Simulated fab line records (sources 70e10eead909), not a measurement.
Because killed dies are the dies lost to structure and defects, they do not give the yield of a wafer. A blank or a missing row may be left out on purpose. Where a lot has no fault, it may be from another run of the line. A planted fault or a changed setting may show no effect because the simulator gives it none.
fab line records	flow nandHarc
record lots=5	wafers=15	lastDay=21
route steps=1159 shown A_STAIRCASE@522 END@1159
lots with no fault: from the same line, run without faults
startH: start of the lot's first displayed wafer, in hours after the record's first day	waitH: hours from the lot's prior step to this one	" unchanged from the row above	L1.1+2: a row that stands for several wafers	- value missing, or start not given	* or withheld: withheld	< > ~ a bound
route shown NAME@n: a module of which the file shows steps, and the number in the route of the first	usual: mean/standard deviation taken from wafers without a fault	same: alike in all rows	chamber/n: place in a boat	sites: per-site readings	_std_site: how widely they spread, as a standard deviation	_edge_site: the outer-site mean with the inner-site mean subtracted	radiusMm: for every site, how far away it sits from the centre of the wafer	mask NAME#n: copy n	behind: the tool/chamber that last shaped the wafer	hold: what put the lot on hold/how long, in hours/how the hold closed	device: the transistor (n, p or np) that didn't switch	end of line: tests of these same wafers at the route's end	where a step has no rows: the recipe by itself	killed: dies that structure and defects cost at the first sort, which is not the same as the wafer's yield	map: shows each die of a wafer: x if killed, . if not, _ if none is there
set.NAME: the run value of the setting; set.NAME@STEP: its run value at that earlier step	model.NAME: the simulator's own value behind a step, which no gauge read
lots at some steps of the route; a table a step, a row a wafer
services: a tool's chamber out of use, with start hour (startH, from the record's first day; less than 0 if before it), hours out, and reason
## steps
# step NHARC_A_STAIRCASE_COAT_160
# recipe spinRpm=1200
# step NHARC_A_STAIRCASE_SOFTBAKE_161
# recipe tempC=135	timeS=170
# step NHARC_A_STAIRCASE_EBR_162
# step NHARC_A_STAIRCASE_EXPOSE_163
# recipe na=0.5	doseMj=20.01	maskId=STAIR_OPEN
# step NHARC_A_STAIRCASE_PEB_164
# recipe pebTempC=115	pebTimeS=130
# step NHARC_A_STAIRCASE_DEVELOP_165
# recipe timeS=140
# step NHARC_A_STAIRCASE_HARDBAKE_167
# recipe tempC=120	timeS=140
# step NHARC_A_STAIRCASE_DESCUM_168
# recipe timeS=3	o2FlowSccm=200	arFlowSccm=0	biasPowerW=0	chemistry=O2
# step NHARC_A_STAIRCASE_ETCH_169
# recipe targetDepthA=500	timeS=107.1	ionEnergyEv=120	ch3fFlowSccm=50	o2FlowSccm=30	arFlowSccm=200	rfW=500	biasW=100	chemistry=CH3F/O2
# step NHARC_A_STAIRCASE_ETCH_170
# recipe targetDepthA=2000	timeS=66.667	ionEnergyEv=250	c4f6FlowSccm=25	o2FlowSccm=20	arFlowSccm=500	rfW=600	biasW=500	chemistry=C4F6/O2
# usual drypumpMotorCurrentA=5.6/0.52	oesProductAu=0.970/0.016	rfVppV=546/3.5	showerheadPlenumPTorr=3.90/0.17	throttleValvePct=26.903/0.011
lot.wafer	tool	chamber	startH	waitH	drypumpMotorCurrentA	oesProductAu	rfHoursCounterH	rfVppV	showerheadPlenumPTorr	throttleValvePct
L871.2	rieDiel-01	3	-	-	5.2	0.983	25	552	4.10	26.900
L871.3	"	1	"	"	5.5	0.985	34	545	3.73	26.892
L871.6	"	2	"	"	4.8	0.973	-	547	3.99	26.903
L875.1	rieDiel-04	0	-	-	5.9	0.950	51	548	4.02	26.907
L875.2	"	1	"	"	5.0	0.931	52	547	3.90	26.898
L875.6	"	0	"	"	6.0	0.950	-	548	4.02	26.909
L877.4	rieDiel-08	0	-	-	5.9	0.959	51	543	3.69	26.881
L877.6	"	3	"	"	5.5	0.976	-	541	3.68	26.903
L877.5	"	0	"	"	5.9	0.967	-	542	3.69	26.909
L879.4	rieDiel-08	1	-	-	6.4	0.953	56	544	3.81	26.935
L879.1	"	3	"	"	5.5	0.933	60	543	3.68	26.889
L879.5	"	1	"	"	6.4	0.947	-	544	3.81	26.889
L881.2	rieDiel-01	2	-	-	4.8	0.964	59	548	3.97	26.892
L881.3	"	3	"	"	5.2	0.973	46	551	4.09	26.929
L881.5	"	0	"	"	5.8	0.973	-	549	4.07	26.899
# step NHARC_A_STAIRCASE_STRIP_171
# recipe powerW=1500	tempC=250	chemistry=O2
# step NHARC_A_STAIRCASE_STRIP_172
# recipe timeS=900	tempC=130	chemistry=SPM
lot.wafer	tool	chamber	startH	waitH
L871.6+3+2	wetBench-09	2,3,4	234.57	0.1
L875.2+6+1	wetBench-04	4,6,7	252.79	0.3
L877.4+5+6	wetBench-09	1,4,5	261.03	0.2
L879.4+5+1	wetBench-01	0,1,3	276.03	0.2
L881.5+2+3	wetBench-01	3,4,5	289.16	0.1
# step NHARC_A_STAIRCASE_PRECLEAN_173
# recipe timeS=*	tempC=50	bathAgeMin=0	chemistry=SC1
# step NHARC_A_STAIRCASE_SRD_174
# step NHARC_A_STAIRCASE_DEHYDRATE_01
# recipe tempC=150	timeS=120
# step NHARC_A_STAIRCASE_HMDS_02
# recipe timeS=30
# step NHARC_A_STAIRCASE_COAT_03
# recipe spinRpm=1200
# step NHARC_A_STAIRCASE_SOFTBAKE_04
# recipe tempC=135	timeS=170
# step NHARC_A_STAIRCASE_EBR_05
# step NHARC_A_STAIRCASE_EXPOSE_06
# recipe na=0.5	doseMj=25.43	maskId=STAIR
# step NHARC_A_STAIRCASE_PEB_07
# recipe pebTempC=115	pebTimeS=130
# step NHARC_A_STAIRCASE_DEVELOP_08
# recipe timeS=140
# step NHARC_A_STAIRCASE_HARDBAKE_10
# recipe tempC=120	timeS=140
# step NHARC_A_STAIRCASE_DESCUM_11
# recipe timeS=3	o2FlowSccm=200	arFlowSccm=0	biasPowerW=0	chemistry=O2
# step NHARC_A_STAIRCASE_TRIM_12
# recipe timeS=211.2	o2FlowSccm=500	arFlowSccm=0	biasW=0	chemistry=O2
# step NHARC_A_STAIRCASE_ETCH_13
# recipe targetDepthA=1000	timeS=40.5	ionEnergyEv=400	c4f8FlowSccm=20	o2FlowSccm=10	arFlowSccm=withheld	rfW=600	biasW=1000	chemistry=C4F8/O2
# step NHARC_A_STAIRCASE_TRIM_14
# recipe timeS=211.2	o2FlowSccm=500	arFlowSccm=0	biasW=0	chemistry=O2
# step NHARC_A_STAIRCASE_ETCH_15
# recipe targetDepthA=1000	timeS=40.5	ionEnergyEv=400	c4f8FlowSccm=20	o2FlowSccm=10	arFlowSccm=withheld	rfW=600	biasW=1000	chemistry=C4F8/O2
# usual oesProductAu=0.938/0.01	rfVppV=896/5.4
lot.wafer	tool	chamber	startH	waitH	oesProductAu	rfHoursCounterH	rfVppV
L871.3	rieDiel-04	1	-	-	0.928	45	895
L871.2	"	2	"	"	0.941	40	894
L871.6	"	1	"	"	0.916	-	896
L875.1	rieDiel-01	1	-	-	0.943	41	889
L875.2	"	3	"	"	0.950	31	901
L875.6	"	0	"	"	0.921	-	902
L877.4	rieDiel-01	3	-	-	0.930	34	901
L877.5	"	0	"	"	0.938	-	901
L877.6	"	1	"	"	0.930	-	890
L879.1	rieDiel-04	2	-	-	0.937	55	895
L879.4	"	2	"	"	0.938	-	895
L879.5	"	1	"	"	0.944	-	894
L881.3	rieDiel-08	3	-	-	0.946	65	888
L881.2	"	0	"	"	0.930	61	889
L881.5	"	3	"	"	0.941	-	889
# step NHARC_A_STAIRCASE_TRIM_16
# recipe timeS=211.2	o2FlowSccm=500	arFlowSccm=0	biasW=0	chemistry=O2
# usual drypumpMotorCurrentA=5.6/0.52	oesProductAu=0.997/0.0067	rfVppV=57.9/0.82	showerheadPlenumPTorr=3.52/0.15	throttleValvePct=17.036/0.0091
lot.wafer	tool	chamber	startH	waitH	drypumpMotorCurrentA	oesProductAu	rfHoursCounterH	rfVppV	showerheadPlenumPTorr	throttleValvePct
L871.2	rieDiel-04	3	-	-	6.7	0.985	42	58.1	3.39	17.033
L871.3	"	0	"	"	5.9	0.994	43	57.3	3.62	17.052
L871.6	"	2	"	"	5.4	0.993	-	59.0	3.51	17.029
L875.2	rieDiel-01	2	-	-	4.8	1.004	43	58.6	3.58	17.028
L875.1	"	1	"	"	5.5	1.006	41	56.5	3.35	17.046
L875.6	"	2	"	"	4.8	1.003	-	59.2	3.58	17.034
L877.4	rieDiel-01	3	-	-	5.2	1.000	34	57.6	3.68	17.038
L877.5	"	2	"	"	4.8	0.990	-	58.6	3.58	17.034
L877.6	"	3	"	"	5.2	1.002	-	57.4	3.68	17.031
L879.1	rieDiel-04	1	-	-	5.0	0.999	62	57.9	3.50	17.030
L879.5	"	0	"	"	6.0	0.995	-	58.3	3.61	17.029
L879.4	"	1	"	"	5.0	0.998	-	57.9	3.50	17.034
L881.2	rieDiel-08	2	-	-	5.2	0.996	64	58.5	3.77	17.028
L881.3	"	3	"	"	5.5	0.988	65	58.0	3.30	17.037
L881.5	"	2	"	"	5.2	0.994	-	57.5	3.77	17.029
# step NHARC_A_STAIRCASE_ETCH_17
# recipe targetDepthA=1000	timeS=40.5	ionEnergyEv=400	c4f8FlowSccm=20	o2FlowSccm=10	arFlowSccm=withheld	rfW=600	biasW=1000	chemistry=C4F8/O2
# step NHARC_A_STAIRCASE_TRIM_18
# recipe timeS=211.2	o2FlowSccm=500	arFlowSccm=0	biasW=0	chemistry=O2
# step NHARC_A_STAIRCASE_ETCH_19
# recipe targetDepthA=1000	timeS=40.5	ionEnergyEv=400	c4f8FlowSccm=20	o2FlowSccm=10	arFlowSccm=withheld	rfW=600	biasW=1000	chemistry=C4F8/O2
# step NHARC_A_STAIRCASE_TRIM_20
# recipe timeS=211.2	o2FlowSccm=500	arFlowSccm=0	biasW=0	chemistry=O2
# usual drypumpMotorCurrentA=5.6/0.51	oesProductAu=0.999/0.0076	rfVppV=57.7/0.92	showerheadPlenumPTorr=3.49/0.16	throttleValvePct=17.035/0.0082
lot.wafer	tool	chamber	startH	waitH	drypumpMotorCurrentA	oesProductAu	rfHoursCounterH	rfVppV	showerheadPlenumPTorr	throttleValvePct
L871.3	rieDiel-01	2	238.33	0.1	4.9	0.997	37	57.1	3.59	17.050
L871.2	"	3	"	"	5.2	1.004	25	59.1	3.69	17.031
L871.6	"	2	"	"	4.9	0.990	-	57.5	3.59	17.041
L875.2	rieDiel-01	3	255.10	0.1	5.2	0.974	31	58.8	3.69	17.052
L875.1	"	0	"	"	5.8	0.988	28	58.0	3.67	17.042
L875.6	"	2	"	"	4.9	0.991	-	58.7	3.58	17.023
L877.4	rieDiel-01	1	263.50	0.1	5.5	0.988	44	58.3	3.35	17.044
L877.5	"	0	"	"	5.8	0.991	-	57.6	3.67	17.028
L877.6	"	1	"	"	5.5	0.994	-	56.9	3.35	17.027
L879.4	rieDiel-01	2	278.66	0.1	4.8	0.993	54	58.0	3.58	17.036
L879.1	"	0	"	"	5.8	0.992	36	57.9	3.67	17.022
L879.5	"	2	"	"	4.8	0.988	-	58.1	3.58	17.034
L881.2	rieDiel-08	0	291.42	0.1	5.9	1.006	61	58.2	3.31	17.034
L881.3	"	2	"	"	5.2	1.012	64	57.8	3.77	17.037
L881.5	"	1	"	"	6.4	1.005	-	56.6	3.42	17.031
# step NHARC_A_STAIRCASE_ETCH_21
# recipe targetDepthA=1000	timeS=40.5	ionEnergyEv=400	c4f8FlowSccm=20	o2FlowSccm=10	arFlowSccm=withheld	rfW=600	biasW=1000	chemistry=C4F8/O2
# step NHARC_A_STAIRCASE_TRIM_22
# recipe timeS=211.2	o2FlowSccm=500	arFlowSccm=0	biasW=0	chemistry=O2
# step NHARC_A_STAIRCASE_ETCH_23
# recipe targetDepthA=1000	timeS=40.5	ionEnergyEv=400	c4f8FlowSccm=20	o2FlowSccm=10	arFlowSccm=withheld	rfW=600	biasW=1000	chemistry=C4F8/O2
# step NHARC_A_STAIRCASE_TRIM_24
# recipe timeS=211.2	o2FlowSccm=500	arFlowSccm=0	biasW=0	chemistry=O2
# usual drypumpMotorCurrentA=5.6/0.52	oesProductAu=1.000/0.0076	rfVppV=57.8/0.84	showerheadPlenumPTorr=3.51/0.16	throttleValvePct=17.037/0.0095
lot.wafer	tool	chamber	startH	waitH	drypumpMotorCurrentA	oesProductAu	rfHoursCounterH	rfVppV	showerheadPlenumPTorr	throttleValvePct
L871.3	rieDiel-01	3	-	-	5.2	1.012	26	59.8	3.69	17.028
L871.2	"	0	"	"	5.8	1.000	23	57.6	3.68	17.037
L871.6	"	3	"	"	5.2	1.009	-	58.8	3.69	17.020
L875.1	rieDiel-01	1	-	-	5.5	0.994	41	56.9	3.35	17.031
L875.2	"	2	"	"	4.8	1.003	43	58.3	3.58	17.026
L875.6	"	3	"	"	5.2	0.995	-	58.5	3.69	17.035
L877.6	rieDiel-01	2	-	-	4.8	0.991	-	58.4	3.58	17.032
L877.5	"	3	"	"	5.2	0.986	-	59.0	3.68	17.030
L877.4	"	1	"	"	5.5	1.000	-	58.6	3.35	17.039
L879.1	rieDiel-01	1	-	-	5.5	0.998	51	57.7	3.34	17.040
L879.4	"	3	"	"	5.2	0.999	42	57.3	3.68	17.015
L879.5	"	1	"	"	5.5	1.002	-	56.5	3.34	17.036
L881.2	rieDiel-08	2	-	-	5.2	1.002	64	59.1	3.77	17.054
L881.3	"	3	"	"	5.5	0.994	65	57.1	3.30	17.036
L881.5	"	2	"	"	5.2	0.996	-	58.9	3.77	17.041
# step NHARC_A_STAIRCASE_ETCH_25
# recipe targetDepthA=1000	timeS=40.5	ionEnergyEv=400	c4f8FlowSccm=20	o2FlowSccm=10	arFlowSccm=withheld	rfW=600	biasW=1000	chemistry=C4F8/O2
# step NHARC_A_STAIRCASE_TRIM_26
# recipe timeS=211.2	o2FlowSccm=500	arFlowSccm=0	biasW=0	chemistry=O2
# step NHARC_END_SORT_01
# recipe tempC=25
# usual killedAtArray=27/11	killedAtOther=0.7/0.93	killedAtPeriphery=2.9/1.9	killedDies=30/11	killedOpen=3.1/1.7	killedShort=1.9/1.3
# same grossDies=677
lot.wafer	tool	chamber	startH	waitH	killedAtArray	killedAtOther	killedAtPeriphery	killedDies	killedOpen	killedShort
L871.2	prober-02	0	437.83	2.8	17	1	1	19	3	2
L871.3	prober-02	0	438.63	3.1	18	0	4	22	5	1
L871.6	prober-02	0	441.04	4.0	11	0	3	14	0	2
L875.1	prober-01	0	452.16	2.5	9	0	1	10	2	0
L875.2	prober-01	0	452.95	2.8	10	0	3	13	1	2
L875.6	prober-01	0	456.14	4.0	11	1	3	15	3	5
L877.4	prober-02	0	466.10	3.4	10	1	2	13	1	3
L877.5	prober-02	0	466.90	3.7	13	1	3	17	4	1
L877.6	prober-02	0	467.70	4.0	11	0	2	13	3	1
L879.1	prober-01	0	482.21	2.5	36	0	4	40	5	2
L879.4	prober-01	0	484.64	3.4	46	0	0	46	1	4
L879.5	prober-01	0	485.45	3.7	33	0	2	35	4	0
L881.2	prober-01	0	490.84	2.8	99	1	1	101	3	1
L881.3	prober-01	0	491.64	3.1	30	4	2	36	2	2
L881.5	prober-01	0	493.24	3.7	33	0	1	34	4	2
# killed by level:class
L871.2 A_STAIRCASE:chamberFilmFlake=7 A_M0:geometricParticle:open=3 A_CHANNEL_HOLE_D1:chamberFilmFlake=2 A_CHANNEL_FILL_D1:geometricParticle:short=1 A_CONTACT:geometricParticle:short=1 P_M2:chamberFilmFlake=1 A_CHANNEL_FILL_D1:chamberFilmFlake=1 A_SLIT:chamberFilmFlake=1
L871.3 A_STAIRCASE:chamberFilmFlake=7 P_M2:chamberFilmFlake=2 A_ZERO_WELL:chamberFilmFlake=2 A_CONTACT:chamberFilmFlake=2 P_CONTACT:geometricParticle:open=1 P_M0:geometricParticle:open=1 A_ONON_D1:geometricParticle:short=1 A_ONON_D1:geometricParticle:open=1
L871.6 A_STAIRCASE:chamberFilmFlake=5 P_STI:chamberFilmFlake=3 A_CHANNEL_HOLE_D1:chamberFilmFlake=2 A_SGD_CUT:geometricParticle:short=1 A_WL_FILL:geometricParticle:short=1 A_ZERO_WELL:chamberFilmFlake=1 A_SLIT:chamberFilmFlake=1
L875.1 A_STAIRCASE:chamberFilmFlake=3 A_CONTACT:chamberFilmFlake=3 A_CHANNEL_HOLE_D1:chamberFilmFlake=2 P_CONTACT:geometricParticle:open=1 A_CONTACT:geometricParticle:open=1
L875.2 A_STAIRCASE:chamberFilmFlake=4 P_GATE:chamberFilmFlake=2 A_CHANNEL_HOLE_D1:chamberFilmFlake=2 A_CHANNEL_HOLE_D1:geometricParticle:short=1 A_WL_FILL:geometricParticle:short=1 A_WL_FILL:geometricParticle:open=1 P_STI:chamberFilmFlake=1 A_CONTACT:chamberFilmFlake=1
L875.6 A_WL_FILL:geometricParticle:short=2 P_GATE:chamberFilmFlake=2 A_CHANNEL_HOLE_D1:chamberFilmFlake=2 A_STAIRCASE:chamberFilmFlake=2 P_M0:geometricParticle:short=1 A_ONON_D1:geometricParticle:short=1 A_CHANNEL_FILL_D1:geometricParticle:short=1 A_CONTACT:geometricParticle:open=1
L877.4 A_CHANNEL_FILL_D1:geometricParticle:short=2 A_CHANNEL_HOLE_D1:chamberFilmFlake=2 A_STAIRCASE:chamberFilmFlake=2 A_CONTACT:chamberFilmFlake=2 P_M0:geometricParticle:short=1 A_CHANNEL_FILL_D1:geometricParticle:open=1 P_GATE:chamberFilmFlake=1 A_ZERO_WELL:chamberFilmFlake=1
L877.5 A_CHANNEL_HOLE_D1:chamberFilmFlake=4 A_M0:geometricParticle:open=3 A_CONTACT:chamberFilmFlake=2 P_GATE:geometricParticle:open=1 A_M0:geometricParticle:short=1 P_STI:chamberFilmFlake=1 P_GATE:chamberFilmFlake=1 A_STAIRCASE:chamberFilmFlake=1
L877.6 A_CONTACT:chamberFilmFlake=4 A_WL_FILL:geometricParticle:open=2 P_GATE:chamberFilmFlake=2 A_STAIRCASE:chamberFilmFlake=2 A_CHANNEL_FILL_D1:geometricParticle:short=1 A_CONTACT:geometricParticle:open=1 A_SLIT:chamberFilmFlake=1
L879.1 A_CHANNEL_HOLE_D1:chamberFilmFlake=11 A_SLIT:chamberFilmFlake=11 A_STAIRCASE:chamberFilmFlake=7 A_CONTACT:chamberFilmFlake=2 P_GATE:geometricParticle:open=1 P_CONTACT:geometricParticle:open=1 P_M0:geometricParticle:open=1 A_CHANNEL_FILL_D1:geometricParticle:open=1
L879.4 A_SLIT:chamberFilmFlake=16 A_CHANNEL_HOLE_D1:chamberFilmFlake=14 A_STAIRCASE:chamberFilmFlake=8 A_ONON_D1:geometricParticle:short=2 A_CHANNEL_FILL_D1:geometricParticle:short=2 A_CONTACT:chamberFilmFlake=2 A_CHANNEL_FILL_D1:geometricParticle:open=1 A_ZERO_WELL:chamberFilmFlake=1
L879.5 A_SLIT:chamberFilmFlake=13 A_CHANNEL_HOLE_D1:chamberFilmFlake=11 A_CONTACT:chamberFilmFlake=3 P_CONTACT:geometricParticle:open=2 A_STAIRCASE:chamberFilmFlake=2 A_WL_FILL:geometricParticle:open=1 A_CONTACT:geometricParticle:open=1 A_ZERO_WELL:chamberFilmFlake=1
L881.2 A_STAIRCASE:unspecified=69 A_CHANNEL_HOLE_D1:chamberFilmFlake=17 A_STAIRCASE:chamberFilmFlake=8 P_M0:geometricParticle:open=1 A_CHANNEL_HOLE_D1:geometricParticle:open=1 A_CONTACT:geometricParticle:open=1 A_CONTACT:geometricParticle:short=1 A_CONTACT:chamberFilmFlake=1
L881.3 A_CHANNEL_HOLE_D1:chamberFilmFlake=15 A_STAIRCASE:chamberFilmFlake=10 A_CONTACT:chamberFilmFlake=3 THIN_TSV:chamberFilmFlake=2 HYBRID_BOND:latent=2 P_CONTACT:geometricParticle:short=1 P_M1:geometricParticle:short=1 A_CONTACT:geometricParticle:open=1
L881.5 A_CHANNEL_HOLE_D1:chamberFilmFlake=16 A_STAIRCASE:chamberFilmFlake=9 A_CONTACT:geometricParticle:open=2 P_CONTACT:geometricParticle:open=1 A_SGD_CUT:geometricParticle:short=1 A_CONTACT:geometricParticle:short=1 A_M0:geometricParticle:open=1 A_WL_FILL:chamberFilmFlake=1
# map L881.2 (x killed, . not)
____________.____________
_________x......_________
_______..........._______
______.............______
_____..............._____
____.................____
____.................____
___...................___
___...................___
__...x................x__
__...................xx__
_.................x.xxxx_
_..................xxxxx_
_.......x....x...xxxxxxx_
_....x.x.x.........xxxxx_
_.x.....x..........xxxxx_
..xx..............xxxxxxx
..xx......x.......xxxxxxx
..x................xxxxxx
..xx..............xxxxxxx
..x................xxxxxx
_x.xx....x...........xxx_
_x.x..................x._
_.................x....x_
_...........x........x.._
_...x..................._
__.........x...........__
__..........x..........__
___...x...............___
___...................___
____............x....____
____............x....____
_____..............._____
______.............______
_______..........._______
_________......._________
____________.____________
# map L879.4 (x killed, . not)
____________.____________
_________......x_________
_______..........._______
______.............______
_____..x...x........_____
____.................____
____..x..............____
___............x.....x___
___...................___
__.....................__
__x....................__
_.....x................._
_.......x..............._
_.......x..xx..........._
_...........x..........._
_.x........x..x........._
..x.......x..............
..xx....x.x....x.x.......
.x.x.......xx..x.........
...x.............x.......
.xxxx...x.......x....x...
_xxx.......x......x....._
_......................._
_...............x......._
_.............x........._
_......................._
__.....................__
__.....................__
___.......x...........___
___...................___
____.................____
____.................____
_____..............._____
______.............______
_______..........._______
_________......._________
____________.____________
## services
tool	chamber	startH	hours	kind
wetBench-01	-	213.71	8.0	pm
rieDiel-01	0	220.86	-	clean
rieDiel-01	1	220.86	-	clean
rieDiel-01	2	220.86	-	clean
rieDiel-01	3	220.86	-	clean
rieDiel-04	2	230.12	1.6	repair
rieDiel-08	0	232.16	-	clean
rieDiel-08	1	232.16	-	clean
rieDiel-08	2	232.16	-	clean
rieDiel-08	3	232.16	-	clean
rieDiel-01	0	245.36	-	clean
rieDiel-01	1	245.36	-	clean
rieDiel-01	2	245.36	-	clean
rieDiel-01	3	245.36	-	clean
rieDiel-08	0	256.70	-	clean
rieDiel-08	1	256.70	-	clean
rieDiel-08	2	256.70	-	clean
rieDiel-08	3	256.70	-	clean
rieDiel-04	3	257.33	51.6	repair
rieDiel-01	0	269.86	-	clean
rieDiel-01	1	269.86	-	clean
rieDiel-01	2	269.86	-	clean
rieDiel-01	3	269.86	-	clean
wetBench-09	-	288.80	8.0	pm
## key
firstSign step=NHARC_END_SORT_01	reading=killedAtArray	direction=up	sigmas=6.6	usual=27	struck=99
effect step=NHARC_END_SORT_01	reading=killedDies	direction=up	sigmas=6.3	usual=30	struck=101
moreKillsBornAt NHARC_A_STAIRCASE_STRIP_172@wetBench-01=69
metAt NHARC_A_STAIRCASE_STRIP_172
struckWafers L881.2
testerLeftOut L881
fault kind=chamberParticleSource	tool=wetBench-01	chamber=4	onsetH=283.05	steps=NHARC_A_STAIRCASE_STRIP_172	ratePerVisitCm2=0.96413	endH=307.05
# testerLeftOut: of these lots the tester's yield and bins aren't shown, on N5 and GAA mostly nor the transistor test; their killed dies are dies lost to structure and defects alone, not to doping, threshold or leakage, so they don't give the yield
